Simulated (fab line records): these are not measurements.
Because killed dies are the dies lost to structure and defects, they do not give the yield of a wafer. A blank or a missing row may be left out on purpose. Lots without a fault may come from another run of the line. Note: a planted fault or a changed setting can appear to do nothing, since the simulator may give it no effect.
A lot that was struck, set against a sound lot || flow nand-harc || 18 out of 1302 route steps
Sound: wafers L567.1, L567.2, L567.5. Wafers struck: L574.2, L574.5, L574.6. The cause is named last.
Order at every step that has rows: each side's tool, ch and its chambers, its first start. Under that, the readings that differ: sound wafers || struck wafers || difference of the means || sigmas: that difference in standard deviations of wafers without a fault.
alike: readings whose means differ by less than 2 such deviations, and words and numbers that are the same on both sides. not compared: withheld readings, readings that some wafer has no value for, bounds like >300 that may hide the same value, and numbers for which the record gives no deviation and whose values overlap.
The two part at a step that has a row with sigmas, a row that says differs or no value, or rows on one side only. Numbers that don't overlap but have no deviation are shown without sigmas and don't part them. A reading missing from all wafers of one side parts the sides only when that side holds two or more wafers.

NHARC_A_SGD_CUT_CD_MEAS_09 targets a cd of 100 nm.
  sound on cd-sem-02 ch 0, day 21 06:55; struck on cd-sem-02 ch 0, day 23 12:18
  alike: cd-nm
NHARC_A_SGD_CUT_OVL_MEAS_10:
  struck on overlay-02, day 23 12:23; sound on overlay-02, day 21 07:01
{"reading": "overlay-x-nm (nm)", "sound": "1.1 0.7 0.6", "struck": "-2.2 -1.5 -1.9", "difference": -2.7, "sigmas": -3}
  alike: overlay-y-nm
NHARC_A_SGD_CUT_INSPECT_11:
  struck on defect-inspect-02, day 23 12:25; sound on defect-inspect-01, day 21 07:03
  alike: raw-defect-count
then, 1 step without rows for these wafers: NHARC_A_SGD_CUT_DESCUM_14 (chemistry O2, time 3 s).
NHARC_A_SGD_CUT_ETCH_58: etches the open film in CF4, target depth 39 nm, time 65 s.
  sound on rie-diel-11 ch 0,2,3, day 21 07:12; struck on rie-diel-08 ch 1,2, day 23 12:34
{"reading": "oes-product-au (a.u.)", "sound": "1.013 1.012 1.009", "struck": "0.989 0.988 0.981", "difference": -0.025, "sigmas": -3}
  alike: cf4-flow-sccm, drypump-motor-current-A, rf-vpp-V, showerhead-plenum-p-Torr, throttle-valve-pct
  not compared: rf-hours-counter-h
NHARC_A_SGD_CUT_ETCH_59: etches the open film in N2/H2, target depth 260 nm, time 406.25 s.
  sound on rie-diel-11 ch 0,2; struck on rie-diel-08 ch 0,3
  alike: drypump-motor-current-A, oes-product-au, rf-vpp-V, showerhead-plenum-p-Torr, throttle-valve-pct
  not compared: rf-hours-counter-h
NHARC_A_SGD_CUT_ETCH_15: etches the open film in CH3F/O2, target depth 75 nm, time 64.3 s.
  sound on rie-diel-11 ch 0,2; struck on rie-diel-08 ch 1,2,3
  alike: drypump-motor-current-A, oes-product-au, rf-vpp-V, showerhead-plenum-p-Torr, throttle-valve-pct
  not compared: rf-hours-counter-h
NHARC_A_SGD_CUT_ETCH_16: etches the open film in C4F8/O2/Ar, target depth 310.5 nm, time 155.2 s.
  sound on rie-diel-11 ch 1,2; struck on rie-diel-08 ch 0,1,2
  alike: oes-product-au, rf-vpp-V
  not compared: rf-hours-counter-h
then, 1 step without rows for these wafers: NHARC_A_SGD_CUT_STRIP_60 (strips in C4F8/O2/Ar).
NHARC_A_SGD_CUT_STRIP_17: strips in O2.
  sound on rie-diel-11 ch 0,1; struck on rie-diel-08 ch 0,2,3
  alike: drypump-motor-current-A, oes-product-au, rf-vpp-V, showerhead-plenum-p-Torr, throttle-valve-pct
  not compared: rf-hours-counter-h
then, 2 steps without rows for these wafers: NHARC_A_SGD_CUT_PRECLEAN_18 (cleans in SC1); NHARC_A_SGD_CUT_SRD_19.
NHARC_A_SGD_CUT_DEP_20: deposits SiO2, target thk 150 nm.
  sound on fcvd-01 ch 0,1, day 21 08:14; struck on fcvd-01 ch 0,1, day 23 13:36
then, 2 steps without rows for these wafers: NHARC_A_SGD_CUT_ANNEAL_27 (time 1800 s); NHARC_A_SGD_CUT_CMP_21 (polishes, target thk 148.19 nm).
NHARC_A_SGD_CUT_THK_MEAS_22: measures by ellipsometry.
  struck on film-metro-02, day 23 18:28; sound on film-metro-02, day 21 13:57
{"reading": "thk-nm (nm)", "sound": "148.8 148.7 150.3", "struck": "140.0 144.6 143.6", "difference": -6.5, "sigmas": -5}
then, 2 steps without rows for these wafers: NHARC_A_SGD_CUT_SRD_23; NHARC_END_SORT_01.

WHERE THEY PART
First at NHARC_A_SGD_CUT_OVL_MEAS_10; last, within this record, at NHARC_A_SGD_CUT_THK_MEAS_22.

WHY: what the simulator had put in
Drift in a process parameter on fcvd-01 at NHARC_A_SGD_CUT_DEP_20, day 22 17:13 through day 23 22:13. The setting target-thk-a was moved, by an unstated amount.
